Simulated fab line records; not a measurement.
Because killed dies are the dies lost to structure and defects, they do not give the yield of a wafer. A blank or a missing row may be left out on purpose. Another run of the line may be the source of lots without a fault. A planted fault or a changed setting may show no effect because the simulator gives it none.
Which tool did it? | flow n5_finfet | 36 wafers sampled from 12 lots at 1 step of a route of 1938

## WHAT THE GAUGES SHOWED, per wafer
N5_BEOL_M13_CD_MEAS_17: target cd 190 nm.
lot  | measured     | on        | cd_nm (nm)
L075 | day 10 22:13 | cd_sem-02 | 193.3 192.1 193.3
L078 | day 11 09:46 | cd_sem-01 | 190.1 190.1 190.3
L079 | day 12 14:14 | cd_sem-02 | 190.9 190.6 191.5
L083 | day 13 02:34 | cd_sem-03 | 189.8 190.3 190.0
L082 | day 13 06:23 | cd_sem-02 | 188.4 187.9 189.9
L081 | day 13 07:27 | cd_sem-01 | 189.0 189.3 189.5
L086 | day 13 14:04 | cd_sem-01 | 189.4 190.4 190.0
L088 | day 14 21:15 | cd_sem-01 | 188.1 190.7 188.6
L092 | day 15 07:46 | cd_sem-01 | 189.6 189.2 189.4
L093 | day 15 18:59 | cd_sem-03 | 191.4 189.8 190.3
L094 | day 16 05:02 | cd_sem-02 | 190.2 190.9 190.6
L096 | day 17 06:38 | cd_sem-01 | 190.0 189.8 190.1

## WHAT TOOL EACH LOT RAN ON (gives the tool, then ch and the chambers of the sampled wafers, and finally the start)
The record shows no process step preceding these readings.

## THE ANSWER, worked out from the rows above alone
Rule: the usual values come from the lots themselves. Put in order of their means at a reading, lots are off if they are a third of the lots or fewer, leave a main group of 4 or more, and stand apart from it by a gap of 3 or more times the standard deviation of the main group's means; of several such gaps the widest counts. A main group whose means are all the same, to the digits that the tables above print for the reading, isn't used. Also off: a lot with no number at a reading for which 4 or more lots have one. Where the step has rows for the other lots, those lots are counted as sound.
Nothing can be told from this: no lot is off at any reading shown.

## WHAT THE SIMULATOR HAD PUT IN
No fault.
